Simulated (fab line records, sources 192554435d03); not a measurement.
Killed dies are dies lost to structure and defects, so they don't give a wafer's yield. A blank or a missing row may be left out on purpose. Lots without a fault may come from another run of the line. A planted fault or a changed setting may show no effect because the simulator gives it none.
Chamber matching | flow n5_finfet | N5_BEOL_M0_SAQP_MANDREL1_REMOVE_100 on rie_si-03: 4 sister chambers
The step chemistry HBr/Cl2/O2, target a-Si, stops on SiNx, bt time 10 s. 4 wafers are shown with their chamber, then 8 later ones without.

WAFERS WITH THEIR CHAMBER
wafer  | chamber | throttle_valve_pct (%)
L082.2 | 2       | 37.14
L083.4 | 3       | 36.51
L083.5 | 0       | 36.65
L086.1 | 1       | 36.84

WAFERS WITHOUT THEIR CHAMBER
wafer  | throttle_valve_pct (%)
L086.2 | 36.64
L086.6 | 36.67
L088.1 | 36.52
L088.4 | 36.82
L088.5 | 36.53
L089.1 | 36.53
L089.3 | 36.83
L089.6 | 36.52

WHICH CHAMBER EACH WENT THROUGH
wafer  | from the rows above | in truth
L086.2 | 0                   | 0
L086.6 | 0                   | 0
L088.1 | 3                   | 3
L088.4 | 1                   | 1
L088.5 | 3                   | 3
L089.1 | 3                   | 3
L089.3 | 1                   | 1
L089.6 | 3                   | 3
Placed correctly: 8 of 8. Can't be placed from these rows: 0. Placed wrongly: 0.
How it was worked out, from the rows above alone: a wafer's distance from a chamber is the root of the sum, over the readings, of the square of ((its reading less the chamber's mean) divided by the reading's scatter). The wafer belongs to the nearest chamber; if the next one is less than 2 further off, it can't be placed. A chamber's mean is the mean of its shown wafers. The scatter: with one shown wafer a chamber, the root of the mean of the squares of how far each hidden wafer lies from its nearest shown one.
